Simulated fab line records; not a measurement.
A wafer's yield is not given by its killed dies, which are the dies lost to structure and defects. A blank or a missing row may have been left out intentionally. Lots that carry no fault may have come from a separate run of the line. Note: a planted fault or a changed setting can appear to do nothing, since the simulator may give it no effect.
Which of the tools did it? -- flow nand-harc -- 24 lots with 72 wafers sampled at 6 steps, on a route of 1302 steps

## WHAT THE GAUGES READ, wafer by wafer
The record lacks any reading of a measuring or inspecting step that a usual standard deviation could be used to judge.

## EACH LOT AND THE TOOL THAT RAN IT (in order: tool; ch and the chambers of the sampled wafers; start)
lot,NHARC_P_ZERO_WELL_ETCH_62,NHARC_P_ZERO_WELL_ETCH_63,NHARC_P_GATE_STRIP_101,NHARC_P_GATE_STRIP_111,NHARC_P_GATE_STRIP_113,NHARC_P_GATE_DEGAS_109
L074,"rie-diel-04 ch 0,3, day 1 21:35 or earlier","rie-si-03 ch 0,3, day 1 21:35","rie-diel-06 ch 0,2,3, day 5 14:30","plasma-asher-01 ch 0,1, day 5 16:05","plasma-asher-01 ch 0,1, day 5 19:32","pvd-sputter-02, day 5 20:47"
L075,"rie-diel-04 ch 0,2,3, day 2 07:43 or earlier","rie-si-03 ch 1,2, day 2 07:43","rie-diel-06 ch 0,1,2, day 6 04:47","plasma-asher-01 ch 0,1, day 6 06:14","plasma-asher-02 ch 0,1, day 6 09:50","pvd-sputter-03, day 6 11:20"
L076,"rie-diel-04 ch 0,2,3, day 2 18:19 or earlier","rie-si-03 ch 0,1, day 2 18:19","rie-diel-08 ch 1,2, day 6 04:16","plasma-asher-01 ch 0,1, day 6 05:38","plasma-asher-01 ch 1, day 6 09:11","pvd-sputter-02, day 6 10:38"
L077,"rie-diel-04 ch 1,2,3, day 3 03:34 or earlier","rie-si-02 ch 0,2,3, day 3 03:34","rie-diel-08 ch 0,1,3, day 6 15:50","plasma-asher-02 ch 0,1, day 6 17:13","plasma-asher-01 ch 0,1, day 6 20:38","pvd-sputter-02, day 6 22:14"
L078,"rie-diel-12 ch 1,3, day 3 13:40 or earlier","rie-si-01 ch 1,2, day 3 13:40","rie-diel-08 ch 0,3, day 7 05:04","plasma-asher-02 ch 0,1, day 7 06:35","plasma-asher-02 ch 1, day 7 10:00","pvd-sputter-03, day 7 11:37"
L079,"rie-diel-11 ch 0,1,3, day 3 23:47 or earlier","rie-si-03 ch 0,1, day 3 23:47","rie-diel-08 ch 0,2,3, day 7 15:14","plasma-asher-01 ch 0,1, day 7 16:41","plasma-asher-02 ch 0,1, day 7 20:17","pvd-sputter-01, day 7 21:53"
L080,"rie-diel-04 ch 0,1,3, day 4 09:41 or earlier","rie-si-02 ch 0,1,3, day 4 09:41","rie-diel-06 ch 0,1,2, day 7 23:44","plasma-asher-02 ch 0,1, day 8 01:04","plasma-asher-02 ch 0,1, day 8 04:26","pvd-sputter-02, day 8 06:01"
L081,"rie-diel-11 ch 0,1,3, day 4 19:44 or earlier","rie-si-02 ch 0,3, day 4 19:44","rie-diel-06 ch 0,2,3, day 8 14:46","plasma-asher-02 ch 1, day 8 16:08","plasma-asher-01 ch 0,1, day 8 19:26","pvd-sputter-02, day 8 21:02"
L082,"rie-diel-11 ch 0,1,2, day 5 05:50 or earlier","rie-si-03 ch 0,2,3, day 5 05:50","rie-diel-08 ch 0,2, day 8 15:04","plasma-asher-01 ch 0,1, day 8 16:56","plasma-asher-02 ch 0,1, day 8 20:24","pvd-sputter-02, day 8 22:00"
L083,"rie-diel-04 ch 0,2, day 5 15:43 or earlier","rie-si-02 ch 0,2, day 5 15:43","rie-diel-06 ch 1,2,3, day 9 05:18","plasma-asher-02 ch 1, day 9 06:41","plasma-asher-02 ch 0,1, day 9 10:00","pvd-sputter-01, day 9 11:35"
L084,"rie-diel-11 ch 0,1,2, day 6 01:43 or earlier","rie-si-01 ch 0,2,3, day 6 01:43","rie-diel-08 ch 0,2,3, day 9 14:13","plasma-asher-02 ch 0,1, day 9 15:32","plasma-asher-02 ch 0,1, day 9 18:52","pvd-sputter-02, day 9 20:28"
L085,"rie-diel-11 ch 0,2,3, day 6 11:46 or earlier","rie-si-03 ch 0,1,3, day 6 11:46","rie-diel-06 ch 0,1,3, day 10 03:52","plasma-asher-01 ch 0,1, day 10 05:22","plasma-asher-02 ch 0,1, day 10 08:46","pvd-sputter-02, day 10 10:14"
L086,"rie-diel-04 ch 0,3, day 6 21:52 or earlier","rie-si-03 ch 1,3, day 6 21:52","rie-diel-13 ch 0,1,2, day 10 07:36","plasma-asher-01 ch 0,1, day 10 09:02","plasma-asher-01 ch 0,1, day 10 12:30","pvd-sputter-02, day 10 13:59"
L087,"rie-diel-11 ch 0,1,3, day 7 07:33 or earlier","rie-si-01 ch 0,2,3, day 7 07:33","rie-diel-06 ch 0,1,3, day 10 20:12","plasma-asher-01 ch 0,1, day 10 21:39","plasma-asher-02 ch 0,1, day 11 00:59","pvd-sputter-03, day 11 02:34"
L088,"rie-diel-04 ch 1,2,3, day 7 17:32 or earlier","rie-si-01 ch 0,2,3, day 7 17:32","rie-diel-06 ch 1,2,3, day 11 19:17","plasma-asher-01 ch 0,1, day 11 20:43","plasma-asher-02 ch 0,1, day 11 23:56","pvd-sputter-02, day 12 01:32"
L089,"rie-diel-11 ch 0,1,3, day 8 03:40 or earlier","rie-si-02 ch 1,3, day 8 03:40","rie-diel-06 ch 0,2,3, day 11 13:49","plasma-asher-01 ch 0,1, day 11 15:26","plasma-asher-02 ch 0,1, day 11 19:40","pvd-sputter-01, day 11 21:15"
L090,"rie-diel-11 ch 2,3, day 8 13:35 or earlier","rie-si-02 ch 1,2,3, day 8 13:35","rie-diel-08 ch 0,3, day 12 02:49","plasma-asher-01 ch 0,1, day 12 04:19","plasma-asher-01 ch 0,1, day 12 07:52","pvd-sputter-03, day 12 09:20"
L091,"rie-diel-12 ch 0,2,3, day 8 23:40 or earlier","rie-si-03 ch 1,3, day 8 23:40","rie-diel-08 ch 0,1, day 12 15:08","plasma-asher-01 ch 0,1, day 12 16:31","plasma-asher-01 ch 0,1, day 12 19:48","pvd-sputter-03, day 12 21:24"
L092,"rie-diel-11 ch 0,2,3, day 9 09:41 or earlier","rie-si-03 ch 1,3, day 9 09:41","rie-diel-08 ch 0,1, day 13 04:46","plasma-asher-01 ch 0,1, day 13 06:13","plasma-asher-02 ch 0,1, day 13 09:34","pvd-sputter-01, day 13 11:09"
L093,"rie-diel-11 ch 0,1,3, day 9 20:03 or earlier","rie-si-02 ch 0,3, day 9 20:03","rie-diel-06 ch 0,1,3, day 13 09:27","plasma-asher-01 ch 0,1, day 13 10:56","plasma-asher-01 ch 0,1, day 13 14:05","pvd-sputter-01, day 13 15:41"
L094,"rie-diel-12 ch 0,2,3, day 10 05:47 or earlier","rie-si-02 ch 0,1,2, day 10 05:47","rie-diel-08 ch 0,2,3, day 13 19:23","plasma-asher-02 ch 0,1, day 13 20:59","plasma-asher-01 ch 0,1, day 14 01:47","pvd-sputter-02, day 14 03:07"
L095,"rie-diel-11 ch 2,3, day 10 15:54 or earlier","rie-si-03 ch 1,2,3, day 10 15:54","rie-diel-08 ch 1,2, day 14 01:34","plasma-asher-01 ch 0,1, day 14 03:01","plasma-asher-01 ch 0,1, day 14 06:29","pvd-sputter-03, day 14 08:03"
L096,"rie-diel-12 ch 2,3, day 11 01:40 or earlier","rie-si-03 ch 0,2,3, day 11 01:40","rie-diel-08 ch 0,1, day 16 01:30","plasma-asher-01 ch 0, day 16 02:49","plasma-asher-02 ch 0,1, day 16 06:11","pvd-sputter-03, day 16 07:47"
L097,"rie-diel-11 ch 0,1,3, day 11 11:55 or earlier","rie-si-02 ch 0,2, day 11 11:55","rie-diel-08 ch 0,2,3, day 14 23:21","plasma-asher-01 ch 0,1, day 15 01:10","plasma-asher-01 ch 0,1, day 15 04:47","pvd-sputter-03, day 15 06:08"
- NHARC_P_ZERO_WELL_ETCH_62: etches the open film in CHF3/Ar, target depth 13 nm, time 6.5 s.
- NHARC_P_ZERO_WELL_ETCH_63: etches the open film in HBr/Cl2, target depth 120 nm, time 40.1 s.
- NHARC_P_GATE_STRIP_101: strips in O2, time 20 s.
- NHARC_P_GATE_STRIP_111: strips in N2/H2, time 250 s.
- NHARC_P_GATE_STRIP_113: strips in N2/H2, time 740 s.
- NHARC_P_GATE_DEGAS_109: time 60 s.

## WHAT THE TOOLS THEMSELVES READ (means of the sampled wafers that have a number; where no wafer has one, the mark that the record gives instead)
NHARC_P_ZERO_WELL_ETCH_62. Usual: drypump-motor-current-A 5.8 A, standard deviation 0.52; mfc-ar-sccm 200.0 sccm, standard deviation 0.6; oes-product-au 0.956 a.u., standard deviation 0.018; rf-vpp-V 371.9 V, standard deviation 2; showerhead-plenum-p-Torr 2.40 Torr, standard deviation 0.081; throttle-valve-pct 20.216 %, standard deviation 0.0099.
lot,tool,drypump-motor-current-A (A),mfc-ar-sccm (sccm),oes-product-au (a.u.),rf-vpp-V (V),showerhead-plenum-p-Torr (Torr),throttle-valve-pct (%),flag
L074,rie-diel-04,5.8,200.6,0.964,373.1,2.45,20.219,
L075,rie-diel-04,5.8,199.4,0.958,372.1,2.43,20.215,
L076,rie-diel-04,5.8,200.0,0.920,372.5,2.43,20.207,
L077,rie-diel-04,6.3,200.5,0.971,371.4,2.40,20.218,
L078,rie-diel-12,5.9,200.2,0.961,371.4,2.36,20.210,
L079,rie-diel-11,5.8,200.5,0.973,373.5,2.43,20.213,
L080,rie-diel-04,6.0,200.4,0.949,370.9,2.35,20.217,
L081,rie-diel-11,5.8,200.0,0.955,372.0,2.43,20.223,
L082,rie-diel-11,6.2,200.2,0.955,373.3,2.46,20.223,
L083,rie-diel-04,5.6,199.3,0.972,371.4,2.34,20.217,
L084,rie-diel-11,6.2,199.1,0.962,373.0,2.45,20.222,
L085,rie-diel-11,5.8,199.9,0.966,371.9,2.41,20.213,
L086,rie-diel-04,5.8,200.1,0.936,373.3,2.44,20.218,
L087,rie-diel-11,5.8,200.6,0.951,372.2,2.42,20.214,
L088,rie-diel-04,6.3,200.5,0.917,371.9,2.39,20.219,
L089,rie-diel-11,5.8,200.0,0.971,372.8,2.42,20.219,
L090,rie-diel-11,5.7,199.7,0.953,371.9,2.40,20.214,
L091,rie-diel-12,5.5,199.5,0.954,371.1,2.35,20.218,
L092,rie-diel-11,5.8,199.7,0.974,371.9,2.41,20.210,
L093,rie-diel-11,5.8,200.1,0.934,373.0,2.41,20.219,
L094,rie-diel-12,5.5,199.9,0.970,370.1,2.35,20.218,
L095,rie-diel-11,5.4,199.8,0.961,370.6,2.37,20.228,
L096,rie-diel-12,5.7,199.8,0.973,370.7,2.39,20.226,
L097,rie-diel-11,5.8,200.0,0.955,372.0,2.41,20.215,

NHARC_P_ZERO_WELL_ETCH_63. Usual: drypump-motor-current-A 6.0 A, standard deviation 0.35; he-backside-leak-sccm 2.75 sccm, standard deviation 0.22; oes-product-au 0.999 a.u., standard deviation 0.007; throttle-valve-pct 26.405 %, standard deviation 0.0083.
lot,tool,drypump-motor-current-A (A),he-backside-leak-sccm (sccm),oes-product-au (a.u.),throttle-valve-pct (%),flag
L074,rie-si-03,6.0,2.79,0.990,26.397,
L075,rie-si-03,6.2,2.77,0.997,26.401,
L076,rie-si-03,5.7,2.76,1.000,26.404,
L077,rie-si-02,5.9,2.66,0.999,26.403,
L078,rie-si-01,6.2,2.52,1.000,26.407,
L079,rie-si-03,5.8,2.85,0.997,26.403,
L080,rie-si-02,5.9,2.69,1.006,26.406,
L081,rie-si-02,5.7,2.67,1.001,26.406,
L082,rie-si-03,6.3,2.86,0.999,26.412,
L083,rie-si-02,6.0,2.68,1.000,26.405,
L084,rie-si-01,5.7,2.59,1.001,26.397,
L085,rie-si-03,6.0,2.75,0.993,26.399,
L086,rie-si-03,6.0,2.77,1.001,26.400,
L087,rie-si-01,5.8,2.74,0.997,26.404,
L088,rie-si-01,5.8,2.71,1.004,26.404,
L089,rie-si-02,5.7,2.74,0.992,26.406,
L090,rie-si-02,5.9,2.74,0.997,26.413,
L091,rie-si-03,6.0,2.77,0.992,26.409,
L092,rie-si-03,5.9,2.68,1.000,26.402,
L093,rie-si-02,5.7,2.60,1.008,26.409,
L094,rie-si-02,6.1,2.65,1.005,26.409,
L095,rie-si-03,6.3,2.81,0.998,26.395,
L096,rie-si-03,6.3,2.85,0.987,26.407,
L097,rie-si-02,6.0,2.65,1.004,26.397,

NHARC_P_GATE_STRIP_101. Usual: drypump-motor-current-A 5.7 A, standard deviation 0.45; mfc-ar-sccm 0.006 sccm, standard deviation 0.0095; oes-product-au 1.001 a.u., standard deviation 0.0068; rf-vpp-V 57.7 V, standard deviation 0.93; showerhead-plenum-p-Torr 3.48 Torr, standard deviation 0.14; throttle-valve-pct 17.036 %, standard deviation 0.0078.
lot,tool,drypump-motor-current-A (A),mfc-ar-sccm (sccm),oes-product-au (a.u.),rf-vpp-V (V),showerhead-plenum-p-Torr (Torr),throttle-valve-pct (%),flag
L074,rie-diel-06,5.3,0.014,0.999,57.9,3.42,17.038,
L075,rie-diel-06,5.6,0.006,0.995,57.8,3.43,17.035,
L076,rie-diel-08,5.6,0.000,1.005,58.5,3.57,17.037,
L077,rie-diel-08,5.7,0.000,1.001,57.8,3.60,17.040,
L078,rie-diel-08,5.7,0.000,0.999,58.5,3.57,17.041,
L079,rie-diel-08,5.9,0.000,1.007,57.7,3.48,17.030,
L080,rie-diel-06,5.6,0.006,1.004,57.8,3.43,17.034,
L081,rie-diel-06,5.3,0.014,1.006,57.0,3.42,17.036,
L082,rie-diel-08,5.6,0.000,1.007,58.2,3.52,17.032,
L083,rie-diel-06,5.7,0.010,0.993,56.4,3.42,17.033,
L084,rie-diel-08,5.9,0.000,1.004,57.6,3.48,17.042,
L085,rie-diel-06,5.8,0.015,0.996,57.6,3.34,17.042,
L086,rie-diel-13,5.1,0.026,0.996,57.4,3.44,17.039,
L087,rie-diel-06,5.8,0.015,0.989,56.7,3.34,17.034,
L088,rie-diel-06,5.6,0.010,0.995,57.6,3.42,17.036,
L089,rie-diel-06,5.3,0.014,0.998,58.8,3.42,17.039,
L090,rie-diel-08,5.7,0.000,1.004,57.4,3.56,17.038,
L091,rie-diel-08,5.4,0.000,1.004,58.3,3.65,17.039,
L092,rie-diel-08,5.4,0.000,0.998,58.2,3.63,17.036,
L093,rie-diel-06,5.8,0.015,0.999,56.9,3.33,17.037,
L094,rie-diel-08,5.9,0.000,1.005,57.8,3.48,17.035,
L095,rie-diel-08,5.8,0.000,1.004,57.2,3.45,17.037,
L096,rie-diel-08,5.4,0.000,1.003,58.0,3.63,17.034,
L097,rie-diel-08,5.9,0.000,1.011,58.0,3.48,17.040,

NHARC_P_GATE_STRIP_111. Usual: drypump-motor-current-A 5.8 A, standard deviation 0.39; heater-power-w 84 W, standard deviation 12; rf-refl-power-W 23 W, standard deviation 6.4.
lot,tool,drypump-motor-current-A (A),heater-power-w (W),rf-refl-power-W (W),flag
L074,plasma-asher-01,5.7,84,24,
L075,plasma-asher-01,5.7,76,20,
L076,plasma-asher-01,5.7,77,19,
L077,plasma-asher-02,5.7,102,27,
L078,plasma-asher-02,5.7,102,26,
L079,plasma-asher-01,5.7,78,20,
L080,plasma-asher-02,5.7,100,26,
L081,plasma-asher-02,6.7,97,24,
L082,plasma-asher-01,5.7,82,24,
L083,plasma-asher-02,6.7,99,23,
L084,plasma-asher-02,6.2,98,24,
L085,plasma-asher-01,5.7,76,19,
L086,plasma-asher-01,5.7,80,24,
L087,plasma-asher-01,5.7,79,24,
L088,plasma-asher-01,5.7,75,18,
L089,plasma-asher-01,5.7,79,25,
L090,plasma-asher-01,5.7,74,20,
L091,plasma-asher-01,5.7,79,24,
L092,plasma-asher-01,5.7,79,24,
L093,plasma-asher-01,5.7,81,24,
L094,plasma-asher-02,5.7,97,27,
L095,plasma-asher-01,5.7,81,24,
L096,plasma-asher-01,5.7,88,28,
L097,plasma-asher-01,5.7,79,25,

NHARC_P_GATE_STRIP_113. Usual: drypump-motor-current-A 5.8 A, standard deviation 0.52; heater-power-w 89 W, standard deviation 12; rf-refl-power-W 24 W, standard deviation 5.4.
lot,tool,drypump-motor-current-A (A),heater-power-w (W),rf-refl-power-W (W),flag
L074,plasma-asher-01,5.7,81,24,
L075,plasma-asher-02,6.1,99,25,
L076,plasma-asher-01,5.7,72,14,
L077,plasma-asher-01,5.7,84,25,
L078,plasma-asher-02,6.7,97,23,
L079,plasma-asher-02,5.7,101,26,
L080,plasma-asher-02,6.1,100,25,
L081,plasma-asher-01,5.7,80,23,
L082,plasma-asher-02,6.2,99,25,
L083,plasma-asher-02,6.1,99,25,
L084,plasma-asher-02,5.7,101,26,
L085,plasma-asher-02,5.7,101,26,
L086,plasma-asher-01,5.7,80,24,
L087,plasma-asher-02,5.7,101,27,
L088,plasma-asher-02,6.2,94,25,
L089,plasma-asher-02,5.7,96,26,
L090,plasma-asher-01,5.7,80,24,
L091,plasma-asher-01,5.7,80,24,
L092,plasma-asher-02,5.7,96,26,
L093,plasma-asher-01,5.7,79,24,
L094,plasma-asher-01,5.7,74,19,
L095,plasma-asher-01,5.7,76,19,
L096,plasma-asher-02,5.7,98,26,
L097,plasma-asher-01,5.7,80,24,

NHARC_P_GATE_DEGAS_109. Usual: heater-power-w reads 467 W (standard deviation 42).
lot,tool,heater-power-w (W),flag
L074,pvd-sputter-02,476,
L075,pvd-sputter-03,496,
L076,pvd-sputter-02,422,
L077,pvd-sputter-02,509,
L078,pvd-sputter-03,491,
L079,pvd-sputter-01,461,
L080,pvd-sputter-02,450,
L081,pvd-sputter-02,475,
L082,pvd-sputter-02,438,
L083,pvd-sputter-01,432,
L084,pvd-sputter-02,454,
L085,pvd-sputter-02,455,
L086,pvd-sputter-02,470,
L087,pvd-sputter-03,479,
L088,pvd-sputter-02,475,
L089,pvd-sputter-01,487,
L090,pvd-sputter-03,478,
L091,pvd-sputter-03,505,
L092,pvd-sputter-01,473,
L093,pvd-sputter-01,479,
L094,pvd-sputter-02,445,
L095,pvd-sputter-03,447,
L096,pvd-sputter-03,495,
L097,pvd-sputter-03,447,

## THE ANSWER, worked out from the rows above alone
Rule: a lot counts as off when the mean over its wafers that have a number is more than 3 standard deviations away from the usual mean. A lot without any number at a reading at which 4 lots or more have one is off too. Any other lot the step has rows for is counted as sound. Order of review: gauges by route order, followed by the tools' own readings, for which a lot's mean as printed above is used. At the first step where some lot is off, the reading lying furthest off is the one used; lots without a number count as furthest.
Across all readings shown, no lot is off: no conclusion can be drawn from this.

## WHAT THE SIMULATOR HAD PUT IN
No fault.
